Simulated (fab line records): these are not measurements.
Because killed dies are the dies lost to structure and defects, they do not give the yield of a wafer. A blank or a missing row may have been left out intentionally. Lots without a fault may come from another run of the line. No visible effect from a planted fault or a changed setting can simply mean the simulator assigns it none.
Chamber matching + flow nandHarc + NHARC_A_CHANNEL_HOLE_D1_ETCH_38 on rieDiel-12 has 4 sister chambers
The step etches the open film in CF4, target depth 39 nm, time 65 s. 4 wafers are shown with their chamber, then 8 later ones without.

WAFERS, EACH WITH ITS CHAMBER
| wafer  | chamber | drypumpMotorCurrentA (A) |
|--------|---------|--------------------------|
| L089.1 | 0       | 6.5                      |
| L089.2 | 1       | 5.1                      |
| L089.4 | 3       | 6.1                      |
| L090.2 | 2       | 5.7                      |

WAFERS WITH NO CHAMBER GIVEN
| wafer  | drypumpMotorCurrentA (A) |
|--------|--------------------------|
| L090.4 | 6.1                      |
| L090.6 | 6.5                      |
| L092.3 | 5.1                      |
| L092.5 | 6.5                      |
| L092.6 | 6.0                      |
| L094.2 | 5.1                      |
| L094.3 | 6.5                      |
| L094.5 | 6.5                      |

THE CHAMBER EACH PASSED THROUGH
| wafer  | from the rows above | in truth |
|--------|---------------------|----------|
| L090.4 | 3                   | 3        |
| L090.6 | 0                   | 0        |
| L092.3 | 1                   | 1        |
| L092.5 | 0                   | 0        |
| L092.6 | 3                   | 3        |
| L094.2 | 1                   | 1        |
| L094.3 | 0                   | 0        |
| L094.5 | 0                   | 0        |
Placed correctly: 8 of 8. Can't be placed from these rows: 0. Wrongly placed: 0.
How it was worked out, from the rows above alone: a wafer's distance from a chamber is the root of the sum, over the readings, of the square of ((its reading less the chamber's mean) divided by the reading's scatter). If the next closest chamber is less than 2 further off than the closest, the wafer can't be placed; otherwise it belongs to the closest. Each chamber's mean is taken over the wafers shown for it. The scatter: root of mean squared gap, hidden wafer to nearest shown wafer, with one shown wafer a chamber.
